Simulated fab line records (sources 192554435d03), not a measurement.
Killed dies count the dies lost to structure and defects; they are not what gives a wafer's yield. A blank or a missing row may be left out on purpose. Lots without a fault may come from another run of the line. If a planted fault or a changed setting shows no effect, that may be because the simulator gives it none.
Chamber matching + flow n5-finfet + N5_BEOL_M4_PECVD_72 on pecvd-04: 3 sister chambers
The step deposits SiO2 from TEOS/O2, target thk 16 nm, time 18 s. 3 wafers are shown with their chamber, then 9 later ones without.

## WAFERS WITH THEIR CHAMBER
| wafer  | chamber | throttle-valve-pct (%) |
|--------|---------|------------------------|
| L080.4 | 0       | 23.0                   |
| L084.2 | 2       | 22.4                   |
| L084.4 | 1       | 24.1                   |

## WAFERS WHOSE CHAMBER IS MISSING
| wafer  | throttle-valve-pct (%) |
|--------|------------------------|
| L085.1 | 22.9                   |
| L085.2 | 24.4                   |
| L085.4 | 23.0                   |
| L095.2 | 24.2                   |
| L095.3 | 23.0                   |
| L095.6 | 22.6                   |
| L096.1 | 22.8                   |
| L096.3 | 23.0                   |
| L096.5 | 24.1                   |

## WHICH CHAMBER EACH ONE RAN IN
| wafer  | from the rows above     | in truth |
|--------|-------------------------|----------|
| L085.1 | 0                       | 0        |
| L085.2 | 1                       | 1        |
| L085.4 | 0                       | 0        |
| L095.2 | 1                       | 1        |
| L095.3 | 0                       | 0        |
| L095.6 | can't be placed: 2 or 0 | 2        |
| L096.1 | can't be placed: 0 or 2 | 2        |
| L096.3 | 0                       | 0        |
| L096.5 | 1                       | 1        |
Correct placement for 7 of the 9. These rows do not allow placing 2 (true chamber among the candidates in 2). Placed wrongly: 0.
How it was worked out, from the rows above alone: a wafer's distance from a chamber is the root of the sum, over the readings, of the square of ((its reading less the chamber's mean) divided by the reading's scatter). If the next closest chamber is less than 2 further off than the closest, the wafer can't be placed; otherwise it belongs to the closest. A chamber's mean is the mean of its shown wafers. The scatter: root of mean squared gap, hidden wafer to nearest shown wafer, with one shown wafer a chamber.
